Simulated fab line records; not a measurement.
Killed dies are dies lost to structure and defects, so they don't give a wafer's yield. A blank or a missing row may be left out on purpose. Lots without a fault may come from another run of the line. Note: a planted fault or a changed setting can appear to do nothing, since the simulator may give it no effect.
fab line records -- flow nand-harc
record: lots: 6, wafers: 18, last-day: 24
route steps=1159 shown P_CONTACT@241 P_M0@253 END@1159
lots untouched by any fault: they come from a run of this same line in which no faults occurred
start-h: hours from the record's first day to the start of the lot's first wafer shown -- wait-h: hours elapsed since this lot's preceding step -- " the same as in the row above -- L1.1+2: a single row standing in for several wafers -- - no value present, or no start provided -- * or withheld: withheld -- < > ~ a bound
route shown NAME@n: a module of which the file shows steps, and the number in the route of the first -- usual: mean and standard deviation over wafers with no fault -- same: alike in all rows -- chamber/n: place in a boat -- sites: the reading at each site -- _std_site: the standard deviation of these -- _edge_site: inner sites' mean taken away from outer sites' mean -- radius-mm: for every site, how far away it sits from the centre of the wafer -- mask NAME#n: copy n -- behind: the last tool/chamber to shape the wafer -- hold: reason for holding the lot/hours on hold/outcome of the hold -- device: which transistor (n, p or np) failed to switch -- end of line: the tests these same wafers got at the end of their route -- step lacking rows: just its recipe -- killed: at the first sort, the dies lost to defects and structure; wafer yield is something else -- map: the dies of a wafer, with x for killed, . for not killed, _ for no die there
set.NAME: the run value of the setting; set.NAME@STEP: its run value at that earlier step -- model.NAME: the simulator's own value behind a step, which no gauge read
lots seen at some steps along the route; tables by step, rows by wafer
services: the hour from which a tool's chamber was out of use, counted from the record's first day as start-h (under 0 if before that day), plus the number of hours and why
== steps ==
step: NHARC_P_CONTACT_CD_MEAS_19
usual: cd-nm: 89.6/1.4
lot.wafer,tool,chamber,start-h,wait-h,cd-nm
L584.1,cd-sem-01,-,118.12,-,89.9
L584.2,cd-sem-01,-,118.12,-,89.1
L584.3,cd-sem-01,-,118.12,-,90.7
L585.2,cd-sem-01,-,138.85,-,90.9
L585.4,cd-sem-01,-,138.85,-,89.3
L585.6,cd-sem-01,-,138.85,-,91.5
L589.2,cd-sem-02,-,154.77,-,87.6
L589.4,cd-sem-02,-,154.77,-,89.1
L589.5,cd-sem-02,-,154.77,-,91.0
L590.3,cd-sem-01,-,155.24,-,89.9
L590.5,cd-sem-01,-,155.24,-,88.5
L590.6,cd-sem-01,-,155.24,-,88.2
L591.4,cd-sem-02,-,171.54,-,87.6
L591.5,cd-sem-02,-,171.54,-,89.1
L591.6,cd-sem-02,-,171.54,-,90.3
L602.1,cd-sem-01,-,228.43,-,90.2
L602.3,cd-sem-01,-,228.43,-,91.2
L602.6,cd-sem-01,-,228.43,-,89.1
step: NHARC_P_CONTACT_STRIP_28
recipe: o2-flow-sccm: 500, ar-flow-sccm: 0, bias-w: 0, chemistry: O2
step: NHARC_P_CONTACT_STRIP_29
recipe: time-s: 1200, temp-c: 72.5, chemistry: post-etch-residue-remover
step: NHARC_P_CONTACT_DEGAS_38
recipe: temp-c: 300, time-s: 60
usual: heater-power-w: 495/49
lot.wafer,tool,chamber,start-h,wait-h,heater-power-w
L584.3,pvd-sputter-03,-,118.84,-,546
L584.2,pvd-sputter-03,-,118.84,-,517
L584.1,pvd-sputter-03,-,118.84,-,502
L585.2,pvd-sputter-01,-,139.56,-,542
L585.4,pvd-sputter-01,-,139.56,-,413
L585.6,pvd-sputter-01,-,139.56,-,545
L589.2,pvd-sputter-03,-,155.47,-,429
L589.4,pvd-sputter-03,-,155.47,-,519
L589.5,pvd-sputter-03,-,155.47,-,436
L590.3,pvd-sputter-03,-,156.07,-,527
L590.6,pvd-sputter-03,-,156.07,-,508
L590.5,pvd-sputter-03,-,156.07,-,508
L591.4,pvd-sputter-01,-,172.25,-,407
L591.5,pvd-sputter-01,-,172.25,-,410
L591.6,pvd-sputter-01,-,172.25,-,596
L602.1,pvd-sputter-02,-,229.17,-,519
L602.3,pvd-sputter-02,-,229.17,-,517
L602.6,pvd-sputter-02,-,229.17,-,519
step: NHARC_P_CONTACT_PRE_CLEAN_39
recipe: time-s: 19.5, bias-v: 250, gas: Ar
step: NHARC_P_CONTACT_PVD_32
recipe: target-thk-a: 50, chamber-pressure-pa: 5, power-w: 5000, substrate-temp-c: 200, time-s: 17.7, material: Ti
usual: throttle-valve-pct: 30.2/0.64
lot.wafer,tool,chamber,start-h,wait-h,throttle-valve-pct
L584.1,pvd-sputter-03,-,-,-,29.9
L584.2,pvd-sputter-03,-,-,-,29.6
L584.3,pvd-sputter-03,-,-,-,29.7
L585.4,pvd-sputter-01,-,-,-,30.8
L585.2,pvd-sputter-01,-,-,-,30.7
L585.6,pvd-sputter-01,-,-,-,30.6
L589.2,pvd-sputter-03,-,-,-,29.6
L589.4,pvd-sputter-03,-,-,-,30.9
L589.5,pvd-sputter-03,-,-,-,29.6
L590.3,pvd-sputter-03,-,-,-,29.9
L590.6,pvd-sputter-03,-,-,-,29.7
L590.5,pvd-sputter-03,-,-,-,30.8
L591.4,pvd-sputter-01,-,-,-,30.9
L591.5,pvd-sputter-01,-,-,-,31.1
L591.6,pvd-sputter-01,-,-,-,31.0
L602.1,pvd-sputter-02,-,-,-,30.5
L602.3,pvd-sputter-02,-,-,-,29.5
L602.6,pvd-sputter-02,-,-,-,30.2
step: NHARC_P_CONTACT_ALD_22
recipe: target-thk-a: 30, pulse-time-s: 1, ald-cycles: 150, temp-c: 450, material: TiN
usual: heater-power-w: 1084/100, precursor-pulse-height-rel: 0.999/0.023
lot.wafer,tool,chamber,start-h,wait-h,heater-power-w,precursor-pulse-height-rel
L584.2,ald-metal-01,3,119.09,-,1210,1.031
L584.1,ald-metal-01,0,119.09,-,975,0.979
L584.3,ald-metal-01,1,119.09,-,1123,0.977
L585.2,ald-metal-02,2,139.82,-,1091,0.998
L585.4,ald-metal-02,0,139.82,-,1140,1.019
L585.6,ald-metal-02,1,139.82,-,1005,0.972
L589.4,ald-metal-01,3,155.72,-,1242,1.007
L589.2,ald-metal-01,0,155.72,-,982,0.995
L589.5,ald-metal-01,0,155.72,-,995,1.022
L590.3,ald-metal-02,3,156.34,-,1156,1.005
L590.6,ald-metal-02,2,156.34,-,1040,1.004
L590.5,ald-metal-02,3,156.34,-,1111,1.034
L591.4,ald-metal-01,0,172.54,-,981,0.980
L591.6,ald-metal-01,2,172.54,-,1098,1.038
L591.5,ald-metal-01,3,172.54,-,1263,0.986
L602.1,ald-metal-02,0,229.43,-,1020,0.980
L602.3,ald-metal-02,2,229.43,-,1096,1.024
L602.6,ald-metal-02,3,229.43,-,1133,0.992
step: NHARC_P_CONTACT_CVD_23
recipe: target-thk-a: 2000, temp-c: 300, pressure-torr: 40, wf6-flow-sccm: 40, h2-flow-sccm: 1600, ar-flow-sccm: 1560, time-s: 557, material: W
usual: heater-power-w: 483/60, throttle-valve-pct: 7.91/0.23
lot.wafer,tool,chamber,start-h,wait-h,heater-power-w,throttle-valve-pct
L584.2,cvd-w-02,1,-,-,506,8.22
L584.1,cvd-w-02,0,-,-,538,7.54
L584.3,cvd-w-02,0,-,-,530,7.56
L585.2,cvd-w-02,0,-,-,549,7.98
L585.4,cvd-w-02,1,-,-,502,7.83
L585.6,cvd-w-02,1,-,-,506,8.13
L589.2,cvd-w-02,0,-,-,539,7.88
L589.4,cvd-w-02,0,-,-,528,7.58
L589.5,cvd-w-02,0,-,-,550,7.55
L590.3,cvd-w-01,0,-,-,501,8.14
L590.6,cvd-w-01,0,-,-,515,8.11
L590.5,cvd-w-01,1,-,-,389,7.64
L591.4,cvd-w-01,0,-,-,511,7.98
L591.5,cvd-w-01,0,-,-,525,7.96
L591.6,cvd-w-01,1,-,-,405,7.99
L602.1,cvd-w-01,0,-,-,512,8.22
L602.3,cvd-w-01,0,-,-,529,8.38
L602.6,cvd-w-01,1,-,-,385,7.73
step: NHARC_P_CONTACT_CMP_24
recipe: t-overpolish-s: 30, target-thk-nm: 200
usual: motor-current-A: 11.5/0.83, overpolish-run-s: 30.000/0.0089, time-to-endpoint-s: 38.5/2.5
same: t-overpolish-s: 30
lot.wafer,tool,chamber,start-h,wait-h,motor-current-A,overpolish-run-s,time-to-endpoint-s
L584.1,cmp-03,3,120.32,0.5,11.6,29.983,37.6
L584.2,cmp-03,0,120.32,0.5,12.1,30.005,36.8
L584.3,cmp-03,1,120.32,0.5,14.1,30.011,37.7
L585.4,cmp-02,3,140.68,0.4,12.4,29.994,33.6
L585.2,cmp-02,1,140.68,0.4,11.8,29.988,38.8
L585.6,cmp-02,3,140.68,0.4,12.5,29.980,34.1
L589.4,cmp-04,1,158.49,0.3,11.1,30.005,37.9
L589.2,cmp-04,3,158.49,0.3,13.0,29.991,35.6
L589.5,cmp-04,0,158.49,0.3,11.6,29.987,39.1
L590.3,cmp-02,1,158.98,0.4,11.3,29.993,38.7
L590.6,cmp-02,1,158.98,0.4,11.7,29.993,38.3
L590.5,cmp-02,2,158.98,0.4,11.4,30.006,38.6
L591.4,cmp-04,3,173.40,0.4,12.0,29.999,33.8
L591.6,cmp-04,1,173.40,0.4,10.6,29.998,42.7
L591.5,cmp-04,2,173.40,0.4,11.1,30.001,41.1
L602.3,cmp-02,0,234.90,0.3,11.3,30.010,36.4
L602.1,cmp-02,2,234.90,0.3,10.6,29.990,37.4
L602.6,cmp-02,1,234.90,0.3,11.7,30.004,37.6
step: NHARC_P_CONTACT_SRD_26
step: NHARC_P_CONTACT_INSPECT_27
usual: raw-defect-count: 331/160
lot.wafer,tool,chamber,start-h,wait-h,raw-defect-count
L584.1,defect-inspect-01,-,120.70,0.1,161
L584.2,defect-inspect-01,-,120.70,0.1,156
L584.3,defect-inspect-01,-,120.70,0.1,222
L585.2,defect-inspect-01,-,141.06,0.1,213
L585.4,defect-inspect-01,-,141.06,0.1,148
L585.6,defect-inspect-01,-,141.06,0.1,139
L589.2,defect-inspect-01,-,158.87,0.1,267
L589.4,defect-inspect-01,-,158.87,0.1,210
L589.5,defect-inspect-01,-,158.87,0.1,308
L590.3,defect-inspect-01,-,159.40,0.1,485
L590.5,defect-inspect-01,-,159.40,0.1,462
L590.6,defect-inspect-01,-,159.40,0.1,484
L591.4,defect-inspect-01,-,173.76,0.1,482
L591.5,defect-inspect-01,-,173.76,0.1,139
L591.6,defect-inspect-01,-,173.76,0.1,240
L602.1,defect-inspect-02,-,235.30,0.1,340
L602.3,defect-inspect-02,-,235.30,0.1,826
L602.6,defect-inspect-02,-,235.30,0.1,378
step: NHARC_P_M0_DEP_00
recipe: target-thk-a: 1500, target-thk-nm: 150, temp-c: withheld, pressure-torr: 5, flow-sccm: 200, rf-w: 600, material: SiOC
usual: rf-fwd-power-W: 598.5/1.8
lot.wafer,tool,chamber,start-h,wait-h,rf-fwd-power-W
L584.2,pecvd-02,1,120.94,0.2,595.3
L584.1,pecvd-02,2,120.94,0.2,597.7
L584.3,pecvd-02,2,120.94,0.2,597.2
L585.2,pecvd-03,1,141.12,0.1,599.2
L585.6,pecvd-03,2,141.12,0.1,596.6
L585.4,pecvd-03,0,141.12,0.1,598.5
L589.2,pecvd-03,1,158.93,0.1,695.2
L589.5,pecvd-03,2,158.93,0.1,595.8
L589.4,pecvd-03,0,158.93,0.1,597.7
L590.3,pecvd-03,1,159.56,0.2,691.4
L590.5,pecvd-03,2,159.56,0.2,600.3
L590.6,pecvd-03,0,159.56,0.2,597.2
L591.4,pecvd-02,2,173.96,0.2,600.6
L591.5,pecvd-02,0,173.96,0.2,602.2
L591.6,pecvd-02,1,173.96,0.2,600.3
L602.3,pecvd-02,0,235.41,0.1,600.6
L602.1,pecvd-02,1,235.41,0.1,597.0
L602.6,pecvd-02,1,235.41,0.1,596.8
step: NHARC_P_M0_DEHYDRATE_01
recipe: temp-c: 150, time-s: 120
step: NHARC_END_SORT_01
recipe: temp-c: 25
usual: defect-limited-yield: 95.5/1.3, killed-at-array: 27/8.8, killed-at-other: 0.4/0.82, killed-at-periphery: 3.1/2.1, killed-dies: 31/8.8, killed-open: 3.3/2, killed-short: 2.0/1.4, sort_bin_2_pct: 1.3/0.56, sort_bin_3_pct: 0.25/0.21, sort_bin_4_pct: 2.9/0.89, sort-n-pass: 646/8.8, sort-rim-yield-pct: 95.8/2.7, sort-yield-pct: 95.5/1.3
same: gross-dies: 677, sort_bin_5_pct[%]: 0, sort_bin_6_pct[%]: 0, sort_bin_7_pct[%]: 0, sort_bin_8_pct[%]: 0, sort-rim-n-gross: 106.00
lot.wafer,tool,chamber,start-h,wait-h,defect-limited-yield[%],killed-at-array,killed-at-other,killed-at-periphery,killed-dies,killed-open,killed-short,sort_bin_2_pct[%],sort_bin_3_pct[%],sort_bin_4_pct[%],sort-n-pass,sort-rim-yield-pct[%],sort-yield-pct[%]
L584.1,prober-02,0,452.17,2.5,94.8,28,1,6,35,1,3,1.5,0.89,2.8,642,97.2,94.8
L584.2,prober-02,0,452.98,2.8,95.9,26,0,2,28,2,1,1.3,0.15,2.7,649,96.2,95.9
L584.3,prober-02,0,453.79,3.1,95.6,28,0,2,30,3,2,1.3,0.74,2.4,647,97.2,95.6
L585.2,prober-01,0,475.36,2.8,94.1,38,0,2,40,3,1,2.1,0,3.8,637,95.3,94.1
L585.4,prober-01,0,476.96,3.4,94.5,37,0,0,37,1,1,1.9,0.44,3.1,640,96.2,94.5
L585.6,prober-01,0,478.56,4.0,94.1,38,0,2,40,4,1,2.2,0,3.7,637,92.5,94.1
L589.2,prober-02,0,484.16,2.8,95.6,30,0,0,30,1,4,1.5,0,3.0,647,97.2,95.6
L589.4,prober-02,0,485.77,3.4,95.4,30,0,1,31,1,4,1.8,0,2.8,646,99.1,95.4
L589.5,prober-02,0,486.58,3.7,95.7,29,0,0,29,2,2,1.3,0.15,2.8,648,97.2,95.7
L590.3,prober-01,0,491.79,3.1,95.7,28,0,1,29,2,3,1.6,0.44,2.2,648,97.2,95.7
L590.5,prober-01,0,493.35,3.6,93.9,38,0,3,41,6,2,1.8,0.89,3.4,636,90.6,93.9
L590.6,prober-01,0,494.13,3.9,95.4,31,0,0,31,3,5,1.2,0.15,3.2,646,94.3,95.4
L591.4,prober-01,0,500.33,3.4,96.2,23,1,2,26,5,1,1.3,0,2.5,651,96.2,96.2
L591.5,prober-01,0,501.13,3.7,96.6,21,0,2,23,1,5,0.6,0.44,2.4,654,97.2,96.6
L591.6,prober-01,0,501.93,4.0,96.0,23,0,4,27,4,3,0.7,0.15,3.1,650,93.4,96.0
L602.1,prober-02,0,561.60,2.5,95.0,32,1,1,34,3,3,1.0,0.15,3.8,643,96.2,95.0
L602.3,prober-02,0,563.18,3.1,95.0,30,0,4,34,3,2,1.2,0.30,3.5,643,98.1,95.0
L602.6,prober-02,0,565.54,3.9,95.0,30,1,3,34,2,2,2.1,0.30,2.7,643,97.2,95.0
killed by level:class
L584.1 A_CHANNEL_HOLE_D1:chamber-film-flake=15 A_SLIT:chamber-film-flake=5 A_CONTACT:chamber-film-flake=4 P_ZERO_WELL:chamber-film-flake=2 P_GATE:geometric-particle:short=1 P_M0:geometric-particle:short=1 A_CONTACT:geometric-particle:short=1 A_M1:geometric-particle:open=1
L584.2 A_CHANNEL_HOLE_D1:chamber-film-flake=10 A_SLIT:chamber-film-flake=6 A_STAIRCASE:chamber-film-flake=3 A_ZERO_WELL:chamber-film-flake=2 A_CONTACT:chamber-film-flake=2 A_CHANNEL_FILL_D1:geometric-particle:open=1 A_M0:geometric-particle:open=1 A_M1:geometric-particle:short=1
L584.3 A_CHANNEL_HOLE_D1:chamber-film-flake=10 A_SLIT:chamber-film-flake=7 A_CONTACT:chamber-film-flake=5 A_CHANNEL_FILL_D1:geometric-particle:open=2 P_CONTACT:geometric-particle:short=1 A_WL_FILL:geometric-particle:short=1 A_CONTACT:geometric-particle:open=1 P_STI:chamber-film-flake=1
L585.2 A_CHANNEL_HOLE_D1:chamber-film-flake=21 A_SLIT:chamber-film-flake=8 A_CONTACT:chamber-film-flake=2 A_M1:chamber-film-flake=2 P_CONTACT:geometric-particle:open=1 A_STAIRCASE:geometric-particle:open=1 A_WL_FILL:geometric-particle:short=1 A_CONTACT:geometric-particle:open=1
L585.4 A_CHANNEL_HOLE_D1:chamber-film-flake=16 A_SLIT:chamber-film-flake=7 A_CONTACT:chamber-film-flake=5 A_M1:chamber-film-flake=3 A_CHANNEL_FILL_D1:chamber-film-flake=2 A_STAIRCASE:chamber-film-flake=2 A_CHANNEL_FILL_D1:geometric-particle:open=1 A_CONTACT:geometric-particle:short=1
L585.6 A_CHANNEL_HOLE_D1:chamber-film-flake=12 A_STAIRCASE:chamber-film-flake=7 A_SLIT:chamber-film-flake=6 A_M1:chamber-film-flake=6 A_CONTACT:geometric-particle:open=2 P_M1:geometric-particle:open=1 A_SOURCE_PLATE:geometric-particle:open=1 A_M0:geometric-particle:short=1
L589.2 A_CHANNEL_HOLE_D1:chamber-film-flake=13 A_STAIRCASE:chamber-film-flake=7 A_CONTACT:chamber-film-flake=3 A_SGD_CUT:geometric-particle:short=1 A_WL_FILL:geometric-particle:short=1 A_CONTACT:geometric-particle:short=1 A_CONTACT:geometric-particle:open=1 A_M0:geometric-particle:short=1
L589.4 A_CHANNEL_HOLE_D1:chamber-film-flake=19 A_STAIRCASE:chamber-film-flake=6 A_SOURCE_PLATE:geometric-particle:short=1 A_STAIRCASE:geometric-particle:short=1 A_SGD_CUT:geometric-particle:short=1 A_WL_FILL:geometric-particle:open=1 A_CONTACT:geometric-particle:short=1 P_ZERO_WELL:chamber-film-flake=1
L589.5 A_CHANNEL_HOLE_D1:chamber-film-flake=15 A_STAIRCASE:chamber-film-flake=7 A_CONTACT:chamber-film-flake=2 A_CHANNEL_FILL_D1:geometric-particle:short=1 A_STAIRCASE:geometric-particle:short=1 A_SGD_CUT:geometric-particle:open=1 A_WL_FILL:geometric-particle:open=1 A_SLIT:chamber-film-flake=1
L590.3 A_SLIT:chamber-film-flake=11 A_SGD_CUT:chamber-film-flake=4 A_STAIRCASE:chamber-film-flake=4 A_CHANNEL_HOLE_D1:chamber-film-flake=2 A_CONTACT:chamber-film-flake=2 P_CONTACT:geometric-particle:short=1 A_ONON_D1:geometric-particle:short=1 A_CHANNEL_FILL_D1:geometric-particle:short=1
L590.5 A_SLIT:chamber-film-flake=15 A_CHANNEL_HOLE_D1:chamber-film-flake=7 A_CONTACT:chamber-film-flake=5 P_CONTACT:geometric-particle:short=2 A_WL_FILL:geometric-particle:open=2 A_CHANNEL_FILL_D1:chamber-film-flake=2 P_GATE:geometric-particle:open=1 A_ONON_D1:geometric-particle:open=1
L590.6 A_SLIT:chamber-film-flake=12 A_CHANNEL_HOLE_D1:chamber-film-flake=4 A_CONTACT:chamber-film-flake=3 A_ONON_D1:geometric-particle:short=2 A_SOURCE_PLATE:geometric-particle:open=1 A_ONON_D1:geometric-particle:open=1 A_WL_FILL:geometric-particle:short=1 A_CONTACT:geometric-particle:open=1
L591.4 A_STAIRCASE:chamber-film-flake=7 A_CHANNEL_HOLE_D1:chamber-film-flake=4 A_M0:geometric-particle:open=3 A_CONTACT:chamber-film-flake=3 A_WL_FILL:chamber-film-flake=2 P_M0:geometric-particle:open=1 A_ONON_D1:geometric-particle:short=1 A_CONTACT:geometric-particle:open=1
L591.5 A_STAIRCASE:chamber-film-flake=8 A_CHANNEL_HOLE_D1:chamber-film-flake=4 A_BLC:geometric-particle:short=2 A_BONDPAD:chamber-film-flake=2 A_SOURCE_PLATE:geometric-particle:open=1 A_CHANNEL_HOLE_D1:geometric-particle:short=1 A_SLIT:geometric-particle:short=1 A_WL_FILL:geometric-particle:short=1
L591.6 A_STAIRCASE:chamber-film-flake=7 A_CHANNEL_HOLE_D1:chamber-film-flake=3 P_BONDPAD:chamber-film-flake=2 A_CHANNEL_FILL_D1:chamber-film-flake=2 A_CONTACT:chamber-film-flake=2 P_CONTACT:geometric-particle:open=1 A_CHANNEL_HOLE_D1:geometric-particle:open=1 A_CHANNEL_HOLE_D1:geometric-particle:short=1
L602.1 A_CHANNEL_HOLE_D1:chamber-film-flake=21 A_STAIRCASE:chamber-film-flake=3 A_WL_FILL:geometric-particle:open=2 A_WL_FILL:chamber-film-flake=2 A_SGD_CUT:geometric-particle:short=1 A_CONTACT:geometric-particle:short=1 A_BLC:geometric-particle:open=1 A_M0:geometric-particle:short=1
L602.3 A_CHANNEL_HOLE_D1:chamber-film-flake=19 A_CONTACT:chamber-film-flake=3 P_STI:chamber-film-flake=2 A_STAIRCASE:chamber-film-flake=2 A_WL_FILL:chamber-film-flake=2 P_M1:geometric-particle:open=1 A_CHANNEL_FILL_D1:geometric-particle:open=1 A_SLIT:geometric-particle:short=1
L602.6 A_CHANNEL_HOLE_D1:chamber-film-flake=21 A_STAIRCASE:chamber-film-flake=4 A_WL_FILL:chamber-film-flake=3 P_GATE:geometric-particle:open=1 P_M1:geometric-particle:open=1 A_WL_FILL:geometric-particle:short=1 A_M1:geometric-particle:short=1 P_GATE:chamber-film-flake=1
== services ==
tool,chamber,start-h,hours,kind
cvd-w-01,-,98.54,2.4,repair
pecvd-02,0,101.32,23.9,repair
ald-metal-01,-,102.00,10.0,pm
pvd-sputter-03,-,102.00,10.0,pm
cmp-04,-,105.13,4.0,pm
pvd-sputter-01,-,105.21,0.5,repair
pecvd-03,-,111.37,13.0,pm
cvd-w-01,-,111.64,13.0,pm
pvd-sputter-01,-,118.62,0.6,repair
cmp-02,-,120.28,1.0,repair
ald-metal-01,2,124.99,27.5,repair
cmp-02,-,128.54,4.0,pm
cvd-w-02,-,150.27,1.4,repair
pecvd-02,-,153.24,13.0,pm
cmp-02,-,156.95,1.9,repair
pvd-sputter-01,-,158.00,10.0,pm
cmp-02,-,163.55,1.6,repair
pecvd-02,-,170.52,0.4,repair
ald-metal-02,-,186.03,10.0,pm
cvd-w-02,-,195.33,13.0,pm
pecvd-02,0,207.03,5.3,repair
pecvd-02,-,211.36,0.4,repair
cmp-02,-,226.54,4.0,pm
ald-metal-02,1,230.47,2.4,repair
== key ==
first-sign: step: NHARC_P_M0_DEP_00, reading: rf-fwd-power-W, direction: up, sigmas: 52, usual: *, struck: *
effect none on later readings
met-at NHARC_P_M0_DEP_00
struck-wafers L589.2,L590.3
onset-between 141.12 158.93
fault: kind: process-parameter-drift, tool: pecvd-03, chamber: 1, onset-h: 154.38, steps: NHARC_P_M0_DEP_00, channel: rf-w, offset: *, shape: step, end-h: 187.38, acts-in: *, stated: *
